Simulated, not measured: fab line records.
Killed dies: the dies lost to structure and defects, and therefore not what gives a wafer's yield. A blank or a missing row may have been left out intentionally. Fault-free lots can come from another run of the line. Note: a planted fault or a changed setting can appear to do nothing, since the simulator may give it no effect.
fab line records -- flow nand-harc
record lots=24, wafers=72, last-day=34
route steps=1302 shown P_M2@336 P_BONDPAD@364 A_ONON_D1@427
lots untouched by any fault: they come from a run of this same line in which no faults occurred
start-h: the number of hours between the record's first day and the start of the first shown wafer of the lot -- wait-h: hours elapsed since this lot's preceding step -- " same as the row above -- L1.1+2: a row that stands for several wafers -- - no value, or no start given -- * or withheld: withheld -- < > ~ a bound
route shown NAME@n: a module of which the file shows steps, and the number in the route of the first -- usual: mean/standard deviation of fault-free wafers -- same: alike in all rows -- chamber/n: place in a boat -- sites: per-site readings -- _std_site: the standard deviation of these -- _edge_site: mean of outer sites minus mean of inner sites -- radius-mm: how far each site lies from the wafer's centre -- mask NAME#n: copy n -- behind: the most recent tool/chamber to have shaped the wafer -- hold: why the lot was held/for how many hours/how that ended -- device: the n, p or np transistor that did not switch -- end of line: the tests these same wafers got at the end of their route -- for a step that has no rows: nothing shown but its recipe -- killed: not the wafer's yield, but the dies lost to structure and defects at the first sort -- map: a wafer's dies, marking killed ones x, the rest . and places with no die _
set.NAME: setting as actually run; set.NAME@STEP: the setting as run at that earlier step -- model.NAME: the simulator's own value behind a step, which no gauge read
the route's steps for a sample of lots (tables are steps, rows are wafers)
services: when a tool's chamber went out of use (start-h, in hours from the record's first day, below 0 if earlier), for how many hours, and the reason
## steps
# step NHARC_P_M2_ETCH_28
# recipe target-depth-a=300, over-etch-frac=0.3, time-s=72.99, ion-energy-ev=150, cf4-flow-sccm=50, n2-flow-sccm=100, ar-flow-sccm=150, rf-w=300, bias-w=100, chemistry=CF4/N2
# usual bias-w=100.0/0.31, drypump-motor-current-A=5.7/0.5, mfc-ar-sccm=150.0/0.41, oes-product-au=0.998/0.0083, rf-vpp-V=313.0/1.9, showerhead-plenum-p-Torr=2.56/0.097, throttle-valve-pct=19.794/0.0085
# same over-etch-frac=0.3
lot.wafer,tool,chamber,start-h,wait-h,bias-w,drypump-motor-current-A,mfc-ar-sccm,oes-product-au,rf-hours-counter-h,rf-vpp-V,showerhead-plenum-p-Torr,throttle-valve-pct
L074.3,rie-diel-13,0,-,-,100.0,5.1,149.8,0.997,5.9,312.5,2.52,19.805
L074.5,rie-diel-13,0,-,-,100.0,5.1,149.3,1.007,-,312.4,2.52,19.801
L074.6,rie-diel-13,1,-,-,99.4,5.2,150.0,1.004,-,312.4,2.53,19.792
L076.2,rie-diel-06,0,-,-,100.0,5.5,150.3,1.007,0.6,311.8,2.49,19.802
L076.3,rie-diel-06,1,-,-,99.8,6.5,150.3,1.000,0.6,312.4,2.50,19.788
L076.6,rie-diel-06,2,-,-,100.2,5.0,150.3,1.005,-,315.4,2.68,19.784
L075.2,rie-diel-06,2,-,-,100.5,5.0,150.1,1.015,1.2,315.2,2.68,19.771
L075.5,rie-diel-06,1,-,-,100.0,6.5,149.3,1.003,-,314.0,2.50,19.812
L075.6,rie-diel-06,0,-,-,99.8,5.5,150.0,1.004,-,310.6,2.48,19.783
L077.2,rie-diel-05,1,-,-,99.6,6.2,149.9,1.003,4.4,312.5,2.50,19.799
L077.6,rie-diel-05,2,-,-,100.4,6.1,150.4,1.001,-,314.0,2.54,19.806
L077.5,rie-diel-05,3,-,-,100.1,5.2,149.6,1.008,-,313.6,2.61,19.792
L078.1,rie-diel-06,2,-,-,99.9,5.0,150.0,1.003,4.3,314.1,2.68,19.789
L078.4,rie-diel-06,1,-,-,99.9,6.4,149.5,0.999,-,310.2,2.50,19.791
L078.6,rie-diel-06,0,-,-,99.3,5.5,150.1,1.004,-,311.7,2.48,19.785
L079.3,rie-diel-05,1,-,-,100.2,6.2,149.5,0.991,5.7,311.3,2.50,19.775
L079.1,rie-diel-05,0,-,-,100.1,5.7,149.3,1.004,5.7,317.2,2.78,19.797
L079.5,rie-diel-05,3,-,-,100.0,5.2,149.5,0.995,-,314.2,2.61,19.784
L080.2,rie-diel-06,0,-,-,99.5,5.5,150.1,1.002,4.3,312.0,2.48,19.790
L080.3,rie-diel-06,1,-,-,100.2,6.4,149.3,1.003,4.2,310.4,2.50,19.800
L080.1,rie-diel-06,2,-,-,99.9,5.0,149.8,1.012,4.7,315.6,2.68,19.795
L081.1,rie-diel-06,3,-,-,100.7,5.5,150.3,1.003,2.2,309.7,2.46,19.801
L081.3,rie-diel-06,0,-,-,100.3,5.5,149.5,1.006,5.0,310.2,2.48,19.798
L081.6,rie-diel-06,3,-,-,99.7,5.5,150.2,0.997,-,311.1,2.46,19.783
L082.4,rie-diel-05,1,-,-,100.0,6.2,150.1,1.000,6.9,312.4,2.50,19.797
L082.2,rie-diel-05,3,-,-,100.2,5.2,150.2,1.000,7.0,313.1,2.61,19.786
L082.6,rie-diel-05,1,-,-,99.4,6.2,149.3,0.987,-,312.8,2.50,19.810
L083.2,rie-diel-13,1,-,-,100.0,5.2,149.2,1.004,2.5,311.6,2.53,19.792
L083.4,rie-diel-13,2,-,-,100.0,5.0,150.3,1.001,2.9,315.2,2.64,19.805
L083.5,rie-diel-13,3,-,-,99.5,6.3,149.8,1.006,-,312.7,2.47,19.805
L084.2,rie-diel-13,3,-,-,100.1,6.4,150.2,0.993,3.6,311.6,2.47,19.803
L084.4,rie-diel-13,1,-,-,100.3,5.2,150.3,0.992,2.6,312.7,2.53,19.783
L084.1,rie-diel-13,2,-,-,100.3,5.0,149.6,0.992,2.9,314.4,2.64,19.794
L085.3,rie-diel-06,3,-,-,99.8,5.5,150.4,1.000,4.0,311.0,2.46,19.786
L085.2,rie-diel-06,0,-,-,99.7,5.4,149.9,0.999,7.2,312.2,2.48,19.803
L085.4,rie-diel-06,1,-,-,99.6,6.4,149.5,1.001,7.2,311.1,2.50,19.796
L086.4,rie-diel-06,2,-,-,99.6,5.0,149.8,0.997,8.5,314.9,2.68,19.791
L086.2,rie-diel-06,3,-,-,100.2,5.5,149.8,1.005,5.1,311.6,2.46,19.782
L086.5,rie-diel-06,1,-,-,100.1,6.4,150.2,1.008,-,312.7,2.50,19.794
L087.1,rie-diel-05,2,-,-,100.0,6.2,150.3,0.995,2.4,313.7,2.54,19.807
L087.3,rie-diel-05,3,-,-,99.9,5.2,150.0,0.997,2.3,312.6,2.61,19.791
L087.2,rie-diel-05,0,-,-,100.2,5.7,150.3,0.993,1.8,317.2,2.77,19.810
L089.1,rie-diel-05,0,-,-,99.9,5.7,150.0,1.005,3.4,317.8,2.77,19.804
L089.2,rie-diel-05,1,-,-,99.8,6.2,150.0,0.989,3.3,313.2,2.49,19.792
L089.5,rie-diel-05,3,-,-,100.1,5.2,150.0,0.983,-,314.6,2.61,19.807
L088.3,rie-diel-05,0,-,-,100.0,5.7,150.0,0.994,3.7,315.8,2.77,19.796
L088.2,rie-diel-05,2,-,-,99.9,6.1,150.0,0.991,3.8,312.1,2.54,19.787
L088.1,rie-diel-05,3,-,-,100.4,5.2,150.1,0.987,3.9,313.9,2.61,19.788
L090.2,rie-diel-05,2,-,-,99.9,6.1,151.0,1.002,4.0,311.8,2.54,19.798
L090.5,rie-diel-05,3,-,-,100.2,5.2,150.3,0.988,-,315.3,2.61,19.778
L090.6,rie-diel-05,2,-,-,99.6,6.1,150.6,0.994,-,313.0,2.54,19.799
L091.1,rie-diel-05,1,-,-,100.3,6.2,150.4,0.980,4.2,313.2,2.50,19.807
L091.3,rie-diel-05,3,-,-,99.6,5.2,150.1,0.976,4.8,314.3,2.61,19.800
L091.5,rie-diel-05,1,-,-,100.2,6.2,149.9,0.989,-,310.9,2.49,19.805
L092.4,rie-diel-05,0,-,-,99.8,5.7,149.9,0.991,5.0,315.8,2.77,19.800
L092.1,rie-diel-05,1,-,-,100.3,6.2,150.3,0.986,4.6,310.9,2.49,19.787
L092.6,rie-diel-05,3,-,-,100.0,5.2,150.4,0.979,-,313.8,2.61,19.800
L093.2,rie-diel-13,1,-,-,100.2,5.2,150.3,1.011,4.2,312.9,2.53,19.807
L093.3,rie-diel-13,2,-,-,100.7,5.0,149.7,1.005,4.1,314.9,2.64,19.797
L093.5,rie-diel-13,0,-,-,100.0,5.1,149.1,0.999,-,311.4,2.51,19.786
L094.3,rie-diel-05,1,-,-,100.2,6.2,149.9,0.981,4.9,310.0,2.49,19.804
L094.4,rie-diel-05,2,-,-,100.2,6.2,150.0,0.992,5.4,312.9,2.54,19.786
L094.6,rie-diel-05,1,-,-,100.1,6.2,150.6,0.988,-,312.3,2.49,19.783
L095.1,rie-diel-06,3,-,-,100.1,5.5,149.7,0.992,1.9,312.0,2.46,19.797
L095.4,rie-diel-06,1,-,-,100.3,6.4,150.0,0.994,1.5,312.2,2.49,19.796
L095.5,rie-diel-06,3,-,-,99.8,5.5,150.7,0.995,-,310.4,2.45,19.806
L097.3,rie-diel-06,3,-,-,100.2,5.5,150.3,0.986,2.6,311.5,2.45,19.789
L097.4,rie-diel-06,2,-,-,99.9,5.0,150.5,1.018,2.6,315.6,2.68,19.799
L097.6,rie-diel-06,0,-,-,100.0,5.4,150.3,1.002,-,311.0,2.48,19.799
L096.2,rie-diel-06,1,-,-,99.6,6.4,150.7,0.973,3.8,311.8,2.49,19.794
L096.3,rie-diel-06,3,-,-,100.1,5.5,150.9,1.001,4.2,311.5,2.45,19.794
L096.6,rie-diel-06,1,-,-,99.4,6.4,149.7,0.993,-,310.9,2.49,19.783
# step NHARC_P_M2_PRE_CLEAN_30
# recipe time-s=30, temp-c=280, gas=H2/He
# usual heater-power-w=412/39
lot.wafer,tool,chamber,start-h,wait-h,heater-power-w
L074.3,pvd-sputter-03,-,-,-,432
L074.5,pvd-sputter-03,-,-,-,453
L074.6,pvd-sputter-03,-,-,-,360
L076.2,pvd-sputter-01,-,-,-,404
L076.3,pvd-sputter-01,-,-,-,436
L076.6,pvd-sputter-01,-,-,-,398
L075.2,pvd-sputter-03,-,-,-,455
L075.6,pvd-sputter-03,-,-,-,411
L075.5,pvd-sputter-03,-,-,-,441
L077.2,pvd-sputter-02,-,-,-,441
L077.5,pvd-sputter-02,-,-,-,367
L077.6,pvd-sputter-02,-,-,-,369
L078.4,pvd-sputter-01,-,-,-,436
L078.1,pvd-sputter-01,-,-,-,373
L078.6,pvd-sputter-01,-,-,-,394
L079.1,pvd-sputter-02,-,-,-,441
L079.3,pvd-sputter-02,-,-,-,445
L079.5,pvd-sputter-02,-,-,-,369
L080.3,pvd-sputter-01,-,-,-,417
L080.2,pvd-sputter-01,-,-,-,385
L080.1,pvd-sputter-01,-,-,-,388
L081.3,pvd-sputter-03,-,-,-,459
L081.1,pvd-sputter-03,-,-,-,365
L081.6,pvd-sputter-03,-,-,-,455
L082.4,pvd-sputter-02,-,-,-,370
L082.2,pvd-sputter-02,-,-,-,430
L082.6,pvd-sputter-02,-,-,-,444
L083.2,pvd-sputter-03,-,-,-,368
L083.4,pvd-sputter-03,-,-,-,427
L083.5,pvd-sputter-03,-,-,-,372
L084.4,pvd-sputter-02,-,-,-,364
L084.1,pvd-sputter-02,-,-,-,436
L084.2,pvd-sputter-02,-,-,-,451
L085.3,pvd-sputter-02,-,-,-,451
L085.4,pvd-sputter-02,-,-,-,367
L085.2,pvd-sputter-02,-,-,-,433
L086.2,pvd-sputter-02,-,-,-,442
L086.4,pvd-sputter-02,-,-,-,446
L086.5,pvd-sputter-02,-,-,-,381
L087.3,pvd-sputter-01,-,-,-,381
L087.2,pvd-sputter-01,-,-,-,420
L087.1,pvd-sputter-01,-,-,-,384
L089.2,pvd-sputter-02,-,-,-,446
L089.1,pvd-sputter-02,-,-,-,442
L089.5,pvd-sputter-02,-,-,-,371
L088.2,pvd-sputter-01,-,-,-,481
L088.1,pvd-sputter-01,-,-,-,428
L088.3,pvd-sputter-01,-,-,-,389
L090.2,pvd-sputter-01,-,-,-,432
L090.6,pvd-sputter-01,-,-,-,485
L090.5,pvd-sputter-01,-,-,-,439
L091.3,pvd-sputter-01,-,-,-,493
L091.1,pvd-sputter-01,-,-,-,433
L091.5,pvd-sputter-01,-,-,-,370
L092.1,pvd-sputter-01,-,-,-,392
L092.4,pvd-sputter-01,-,-,-,430
L092.6,pvd-sputter-01,-,-,-,373
L093.3,pvd-sputter-02,-,-,-,431
L093.2,pvd-sputter-02,-,-,-,450
L093.5,pvd-sputter-02,-,-,-,428
L094.4,pvd-sputter-02,-,-,-,450
L094.3,pvd-sputter-02,-,-,-,375
L094.6,pvd-sputter-02,-,-,-,448
L095.1,pvd-sputter-02,-,-,-,372
L095.4,pvd-sputter-02,-,-,-,438
L095.5,pvd-sputter-02,-,-,-,360
L097.4,pvd-sputter-03,-,-,-,356
L097.3,pvd-sputter-03,-,-,-,440
L097.6,pvd-sputter-03,-,-,-,444
L096.3,pvd-sputter-01,-,-,-,382
L096.2,pvd-sputter-01,-,-,-,433
L096.6,pvd-sputter-01,-,-,-,363
# step NHARC_P_M2_PVD_20
# recipe target-thk-a=50, bias-v=168.6, power-w=15000, chamber-pressure-pa=0.12, time-s=8.06, substrate-temp-c=50, material=TaN
# usual chamber-pressure-pa=0.12003/0.00023, throttle-valve-pct=30.4/1.2
lot.wafer,tool,chamber,start-h,wait-h,chamber-pressure-pa,throttle-valve-pct
L074.3,pvd-sputter-03,-,-,-,0.12005,31.2
L074.5,pvd-sputter-03,-,-,-,0.11984,31.0
L074.6,pvd-sputter-03,-,-,-,0.12033,31.6
L076.3,pvd-sputter-01,-,-,-,0.12006,29.3
L076.2,pvd-sputter-01,-,-,-,0.12043,27.6
L076.6,pvd-sputter-01,-,-,-,0.11981,31.6
L075.2,pvd-sputter-03,-,-,-,0.12022,32.0
L075.6,pvd-sputter-03,-,-,-,0.11997,30.9
L075.5,pvd-sputter-03,-,-,-,0.12006,31.8
L077.2,pvd-sputter-02,-,-,-,0.12012,29.9
L077.6,pvd-sputter-02,-,-,-,0.1201,31.0
L077.5,pvd-sputter-02,-,-,-,0.12023,30.0
L078.1,pvd-sputter-01,-,-,-,0.12001,29.4
L078.4,pvd-sputter-01,-,-,-,0.1198,31.6
L078.6,pvd-sputter-01,-,-,-,0.12001,29.1
L079.3,pvd-sputter-02,-,-,-,0.1202,31.3
L079.1,pvd-sputter-02,-,-,-,0.11974,30.4
L079.5,pvd-sputter-02,-,-,-,0.11981,29.9
L080.2,pvd-sputter-01,-,-,-,0.11985,29.2
L080.1,pvd-sputter-01,-,-,-,0.12004,29.4
L080.3,pvd-sputter-01,-,-,-,0.12005,27.4
L081.1,pvd-sputter-03,-,-,-,0.11992,31.1
L081.3,pvd-sputter-03,-,-,-,0.11965,32.0
L081.6,pvd-sputter-03,-,-,-,0.12012,31.3
L082.2,pvd-sputter-02,-,-,-,0.12033,30.2
L082.4,pvd-sputter-02,-,-,-,0.11988,31.2
L082.6,pvd-sputter-02,-,-,-,0.12032,30.3
L083.4,pvd-sputter-03,-,-,-,0.11988,32.8
L083.2,pvd-sputter-03,-,-,-,0.12001,31.4
L083.5,pvd-sputter-03,-,-,-,0.11983,31.2
L084.1,pvd-sputter-02,-,-,-,0.12018,29.9
L084.4,pvd-sputter-02,-,-,-,0.12009,29.9
L084.2,pvd-sputter-02,-,-,-,0.11999,30.2
L085.3,pvd-sputter-02,-,-,-,0.12018,30.1
L085.4,pvd-sputter-02,-,-,-,0.11983,30.3
L085.2,pvd-sputter-02,-,-,-,0.12044,31.1
L086.2,pvd-sputter-02,-,-,-,0.11935,29.9
L086.4,pvd-sputter-02,-,-,-,0.11996,30.2
L086.5,pvd-sputter-02,-,-,-,0.11986,30.1
L087.1,pvd-sputter-01,-,-,-,0.12009,27.3
L087.2,pvd-sputter-01,-,-,-,0.12005,30.4
L087.3,pvd-sputter-01,-,-,-,0.11994,30.3
L089.1,pvd-sputter-02,-,-,-,0.11958,30.4
L089.2,pvd-sputter-02,-,-,-,0.12009,29.9
L089.5,pvd-sputter-02,-,-,-,0.11988,30.2
L088.1,pvd-sputter-01,-,-,-,0.1195,27.5
L088.2,pvd-sputter-01,-,-,-,0.11967,30.1
L088.3,pvd-sputter-01,-,-,-,0.12047,31.6
L090.2,pvd-sputter-01,-,-,-,0.12009,27.3
L090.5,pvd-sputter-01,-,-,-,0.12014,30.0
L090.6,pvd-sputter-01,-,-,-,0.12012,31.6
L091.3,pvd-sputter-01,-,-,-,0.11994,27.3
L091.1,pvd-sputter-01,-,-,-,0.11968,31.7
L091.5,pvd-sputter-01,-,-,-,0.1203,30.6
L092.1,pvd-sputter-01,-,-,-,0.11944,30.2
L092.4,pvd-sputter-01,-,-,-,0.11972,27.6
L092.6,pvd-sputter-01,-,-,-,0.11986,30.1
L093.3,pvd-sputter-02,-,-,-,0.1202,30.5
L093.2,pvd-sputter-02,-,-,-,0.12024,30.2
L093.5,pvd-sputter-02,-,-,-,0.12024,30.6
L094.3,pvd-sputter-02,-,-,-,0.12023,30.1
L094.4,pvd-sputter-02,-,-,-,0.12017,31.5
L094.6,pvd-sputter-02,-,-,-,0.12044,30.3
L095.1,pvd-sputter-02,-,-,-,0.12016,30.3
L095.4,pvd-sputter-02,-,-,-,0.1204,31.6
L095.5,pvd-sputter-02,-,-,-,0.12024,30.4
L097.4,pvd-sputter-03,-,-,-,0.12034,31.0
L097.3,pvd-sputter-03,-,-,-,0.11999,31.8
L097.6,pvd-sputter-03,-,-,-,0.11996,31.0
L096.2,pvd-sputter-01,-,-,-,0.12003,30.2
L096.3,pvd-sputter-01,-,-,-,0.11995,31.5
L096.6,pvd-sputter-01,-,-,-,0.11985,29.8
# step NHARC_P_M2_DEP_33
# recipe target-thk-a=300, temp-c=370, target-thk-nm=30, pressure-torr=3, flow-sccm=200, rf-w=450, material=SiCN
# usual heater-power-w=592/86, showerhead-vpp-V=1323/77
lot.wafer,tool,chamber,start-h,wait-h,heater-power-w,showerhead-vpp-V
L074.3,pecvd-02,2,134.41,0.1,504,1436
L074.5,pecvd-02,2,134.41,0.1,500,1407
L074.6,pecvd-02,0,134.41,0.1,644,1204
L076.2,pecvd-03,2,148.66,0.1,735,1321
L076.3,pecvd-03,0,148.66,0.1,549,1216
L076.6,pecvd-03,1,148.66,0.1,491,1391
L075.2,pecvd-02,1,149.41,0.1,612,1371
L075.5,pecvd-02,1,149.41,0.1,627,1371
L075.6,pecvd-02,2,149.41,0.1,497,1441
L077.2,pecvd-02,0,160.43,0.1,656,1212
L077.6,pecvd-02,0,160.43,0.1,665,1203
L077.5,pecvd-02,1,160.43,0.1,619,1397
L078.1,pecvd-01,2,173.51,0.1,551,1287
L078.6,pecvd-01,0,173.51,0.1,551,1320
L078.4,pecvd-01,1,173.51,0.1,499,1370
L079.3,pecvd-01,0,184.25,0.1,508,1348
L079.1,pecvd-01,1,184.25,0.1,585,1373
L079.5,pecvd-01,1,184.25,0.1,601,1373
L080.3,pecvd-02,2,191.53,0.1,492,1410
L080.2,pecvd-02,0,191.53,0.1,632,1200
L080.1,pecvd-02,1,191.53,0.1,607,1387
L081.1,pecvd-03,2,206.96,0.1,691,1301
L081.3,pecvd-03,1,206.96,0.1,584,1399
L081.6,pecvd-03,1,206.96,0.1,574,1363
L082.2,pecvd-01,2,207.96,0.1,599,1293
L082.6,pecvd-01,2,207.96,0.1,587,1280
L082.4,pecvd-01,0,207.96,0.1,523,1332
L083.2,pecvd-02,0,221.65,0.1,597,1216
L083.4,pecvd-02,1,221.65,0.1,699,1387
L083.5,pecvd-02,2,221.65,0.1,518,1407
L084.2,pecvd-03,2,230.51,0.1,816,1321
L084.1,pecvd-03,0,230.51,0.1,500,1190
L084.4,pecvd-03,1,230.51,0.1,559,1400
L085.3,pecvd-03,1,244.19,0.1,579,1410
L085.2,pecvd-03,2,244.19,0.1,813,1316
L085.4,pecvd-03,1,244.19,0.1,569,1403
L086.2,pecvd-01,2,247.69,0.1,569,1290
L086.5,pecvd-01,0,247.69,0.1,556,1331
L086.4,pecvd-01,1,247.69,0.1,503,1366
L087.2,pecvd-03,1,260.75,0.1,527,1413
L087.1,pecvd-03,2,260.75,0.1,702,1291
L087.3,pecvd-03,0,260.75,0.1,587,1218
L089.2,pecvd-02,2,279.12,0.1,518,1404
L089.1,pecvd-02,1,279.12,0.1,708,1371
L089.5,pecvd-02,2,279.12,0.1,517,1430
L088.2,pecvd-01,2,284.97,0.1,538,1289
L088.1,pecvd-01,0,284.97,0.1,583,1325
L088.3,pecvd-01,1,284.97,0.1,570,1362
L090.2,pecvd-02,2,291.52,0.1,526,1409
L090.6,pecvd-02,2,291.52,0.1,525,1404
L090.5,pecvd-02,0,291.52,0.1,686,1203
L091.1,pecvd-01,0,306.88,0.1,537,1316
L091.3,pecvd-01,1,306.88,0.1,614,1405
L091.5,pecvd-01,1,306.88,0.1,601,1348
L092.1,pecvd-02,2,317.03,0.1,541,1421
L092.4,pecvd-02,2,317.03,0.1,532,1437
L092.6,pecvd-02,0,317.03,0.1,599,1209
L093.3,pecvd-02,0,322.35,0.1,722,1195
L093.2,pecvd-02,1,322.35,0.1,700,1371
L093.5,pecvd-02,0,322.35,0.1,713,1215
L094.3,pecvd-03,2,332.97,0.1,765,1328
L094.4,pecvd-03,1,332.97,0.1,555,1383
L094.6,pecvd-03,2,332.97,0.1,738,1314
L095.1,pecvd-02,2,338.52,0.1,530,1409
L095.4,pecvd-02,2,338.52,0.1,538,1411
L095.5,pecvd-02,0,338.52,0.1,714,1219
L097.3,pecvd-03,1,360.64,0.1,519,1388
L097.6,pecvd-03,0,360.64,0.1,510,1193
L097.4,pecvd-03,1,360.64,0.1,523,1407
L096.2,pecvd-01,0,386.30,0.1,479,1329
L096.3,pecvd-01,2,386.30,0.1,507,1286
L096.6,pecvd-01,0,386.30,0.1,467,1342
# step NHARC_P_BONDPAD_CD_MEAS_09
# recipe target-cd-nm=500, landing-energy-ev=500
# usual cd-nm=500.5/1.3
lot.wafer,tool,chamber,start-h,wait-h,cd-nm
L074.3,cd-sem-03,0,136.05,-,501.8
L074.5,cd-sem-03,0,136.05,-,499.6
L074.6,cd-sem-03,0,136.05,-,499.8
L076.2,cd-sem-01,0,150.31,-,499.0
L076.3,cd-sem-01,0,150.31,-,500.3
L076.6,cd-sem-01,0,150.31,-,500.5
L075.2,cd-sem-02,0,150.92,-,501.2
L075.5,cd-sem-02,0,150.92,-,500.0
L075.6,cd-sem-02,0,150.92,-,500.5
L077.2,cd-sem-03,0,162.02,-,500.8
L077.5,cd-sem-03,0,162.02,-,500.5
L077.6,cd-sem-03,0,162.02,-,500.3
L078.1,cd-sem-03,0,175.05,-,498.8
L078.4,cd-sem-03,0,175.05,-,499.1
L078.6,cd-sem-03,0,175.05,-,500.0
L079.1,cd-sem-01,0,185.88,-,501.8
L079.3,cd-sem-01,0,185.88,-,502.6
L079.5,cd-sem-01,0,185.88,-,500.3
L080.1,cd-sem-03,0,193.05,-,499.1
L080.2,cd-sem-03,0,193.05,-,499.4
L080.3,cd-sem-03,0,193.05,-,499.6
L081.1,cd-sem-02,0,208.60,-,500.8
L081.3,cd-sem-02,0,208.60,-,502.2
L081.6,cd-sem-02,0,208.60,-,499.4
L082.2,cd-sem-02,0,209.58,-,500.4
L082.4,cd-sem-02,0,209.58,-,500.6
L082.6,cd-sem-02,0,209.58,-,499.8
L083.2,cd-sem-01,0,223.34,-,500.3
L083.4,cd-sem-01,0,223.34,-,501.3
L083.5,cd-sem-01,0,223.34,-,501.4
L084.1,cd-sem-01,0,232.00,-,500.0
L084.2,cd-sem-01,0,232.00,-,500.6
L084.4,cd-sem-01,0,232.00,-,501.4
L085.2,cd-sem-03,0,245.78,-,500.7
L085.3,cd-sem-03,0,245.78,-,500.6
L085.4,cd-sem-03,0,245.78,-,499.6
L086.2,cd-sem-02,0,249.22,-,502.4
L086.4,cd-sem-02,0,249.22,-,499.9
L086.5,cd-sem-02,0,249.22,-,501.7
L087.1,cd-sem-03,0,262.37,-,503.7
L087.2,cd-sem-03,0,262.37,-,501.0
L087.3,cd-sem-03,0,262.37,-,502.8
L089.1,cd-sem-02,0,280.69,-,498.9
L089.2,cd-sem-02,0,280.69,-,499.9
L089.5,cd-sem-02,0,280.69,-,500.7
L088.1,cd-sem-02,0,286.48,-,500.2
L088.2,cd-sem-02,0,286.48,-,499.9
L088.3,cd-sem-02,0,286.48,-,499.2
L090.2,cd-sem-03,0,293.16,-,500.4
L090.5,cd-sem-03,0,293.16,-,500.3
L090.6,cd-sem-03,0,293.16,-,499.3
L091.1,cd-sem-02,0,308.52,-,501.5
L091.3,cd-sem-02,0,308.52,-,503.1
L091.5,cd-sem-02,0,308.52,-,502.1
L092.1,cd-sem-02,0,318.65,-,498.6
L092.4,cd-sem-02,0,318.65,-,498.6
L092.6,cd-sem-02,0,318.65,-,501.2
L093.2,cd-sem-01,0,323.82,-,501.3
L093.3,cd-sem-01,0,323.82,-,502.7
L093.5,cd-sem-01,0,323.82,-,500.7
L094.3,cd-sem-02,0,334.45,-,499.6
L094.4,cd-sem-02,0,334.45,-,498.7
L094.6,cd-sem-02,0,334.45,-,499.2
L095.1,cd-sem-02,0,340.15,-,499.9
L095.4,cd-sem-02,0,340.15,-,501.7
L095.5,cd-sem-02,0,340.15,-,500.2
L097.3,cd-sem-01,0,362.33,-,501.0
L097.4,cd-sem-01,0,362.33,-,500.8
L097.6,cd-sem-01,0,362.33,-,500.6
L096.2,cd-sem-01,0,387.91,-,500.2
L096.3,cd-sem-01,0,387.91,-,500.8
L096.6,cd-sem-01,0,387.91,-,499.3
# step NHARC_A_ONON_D1_THK_MEAS_05
# recipe thk-meas-gauge=ellipsometry
# usual thk-nm=1001/7.9
lot.wafer,tool,chamber,start-h,wait-h,thk-nm
L074.3,film-metro-02,-,162.71,-,1007
L074.5,film-metro-02,-,162.71,-,1004
L074.6,film-metro-02,-,162.71,-,1006
L075.2,film-metro-01,-,181.59,-,987
L075.5,film-metro-01,-,181.59,-,985
L075.6,film-metro-01,-,181.59,-,985
L076.2,film-metro-02,-,181.60,-,986
L076.3,film-metro-02,-,181.60,-,987
L076.6,film-metro-02,-,181.60,-,989
L077.2,film-metro-01,-,188.78,-,1016
L077.5,film-metro-01,-,188.78,-,1016
L077.6,film-metro-01,-,188.78,-,1016
L078.1,film-metro-01,-,204.31,-,1008
L078.4,film-metro-01,-,204.31,-,1009
L078.6,film-metro-01,-,204.31,-,1007
L079.1,film-metro-02,-,212.37,-,1003
L079.3,film-metro-02,-,212.37,-,1004
L079.5,film-metro-02,-,212.37,-,1005
L080.1,film-metro-02,-,221.02,-,1009
L080.2,film-metro-02,-,221.02,-,1009
L080.3,film-metro-02,-,221.02,-,1009
L081.1,film-metro-02,-,235.81,-,1011
L081.3,film-metro-02,-,235.81,-,1013
L081.6,film-metro-02,-,235.81,-,1011
L082.2,film-metro-01,-,235.83,-,1011
L082.4,film-metro-01,-,235.83,-,1010
L082.6,film-metro-01,-,235.83,-,1009
L083.2,film-metro-01,-,250.20,-,1000
L083.4,film-metro-01,-,250.20,-,1000
L083.5,film-metro-01,-,250.20,-,998
L084.1,film-metro-01,-,259.12,-,997
L084.2,film-metro-01,-,259.12,-,996
L084.4,film-metro-01,-,259.12,-,999
L086.2,film-metro-01,-,276.11,-,1010
L086.4,film-metro-01,-,276.11,-,1012
L086.5,film-metro-01,-,276.11,-,1010
L085.2,film-metro-02,-,276.33,-,1003
L085.3,film-metro-02,-,276.33,-,1002
L085.4,film-metro-02,-,276.33,-,1002
L087.1,film-metro-02,-,293.54,-,1000
L087.2,film-metro-02,-,293.54,-,999
L087.3,film-metro-02,-,293.54,-,999
L089.1,film-metro-02,-,307.69,-,1003
L089.2,film-metro-02,-,307.69,-,1004
L089.5,film-metro-02,-,307.69,-,1002
L088.1,film-metro-01,-,312.92,-,1001
L088.2,film-metro-01,-,312.92,-,1000
L088.3,film-metro-01,-,312.92,-,998
L090.2,film-metro-01,-,329.23,-,996
L090.5,film-metro-01,-,329.23,-,995
L090.6,film-metro-01,-,329.23,-,995
L091.1,film-metro-02,-,339.86,-,1007
L091.3,film-metro-02,-,339.86,-,1007
L091.5,film-metro-02,-,339.86,-,1006
L092.1,film-metro-01,-,345.72,-,995
L092.4,film-metro-01,-,345.72,-,995
L092.6,film-metro-01,-,345.72,-,997
L093.2,film-metro-02,-,351.08,-,1006
L093.3,film-metro-02,-,351.08,-,1007
L093.5,film-metro-02,-,351.08,-,1007
L094.3,film-metro-01,-,360.99,-,993
L094.4,film-metro-01,-,360.99,-,993
L094.6,film-metro-01,-,360.99,-,992
L095.1,film-metro-01,-,369.94,-,996
L095.4,film-metro-01,-,369.94,-,996
L095.5,film-metro-01,-,369.94,-,997
L097.3,film-metro-02,-,388.88,-,997
L097.4,film-metro-02,-,388.88,-,998
L097.6,film-metro-02,-,388.88,-,996
L096.2,film-metro-01,-,416.77,-,988
L096.3,film-metro-01,-,416.77,-,987
L096.6,film-metro-01,-,416.77,-,988
## services
tool,chamber,start-h,hours,kind
pvd-sputter-03,-,117.84,11.4,repair
rie-diel-06,-,126.38,0.3,repair
rie-diel-06,-,130.20,9.0,pm
pecvd-01,-,130.23,13.0,pm
rie-diel-06,3,141.87,29.6,repair
pecvd-01,1,143.45,5.6,repair
rie-diel-05,-,150.08,0.4,repair
pvd-sputter-03,-,170.00,10.0,pm
rie-diel-05,2,177.15,7.3,repair
pvd-sputter-01,-,211.88,1.0,repair
pvd-sputter-01,-,214.40,1.0,repair
pvd-sputter-01,-,226.00,10.0,pm
pvd-sputter-03,-,226.99,5.3,repair
pecvd-02,-,227.29,13.0,pm
rie-diel-05,-,229.60,9.0,pm
pvd-sputter-02,-,258.19,1.1,repair
rie-diel-05,-,277.82,2.1,repair
pvd-sputter-02,-,282.01,10.0,pm
rie-diel-05,1,282.15,7.4,repair
pvd-sputter-01,-,302.94,0.7,repair
pecvd-02,-,306.57,1.1,repair
rie-diel-06,-,307.20,9.0,pm
pvd-sputter-03,-,343.79,3.8,repair
pvd-sputter-03,-,348.00,10.0,pm
## key
fault none
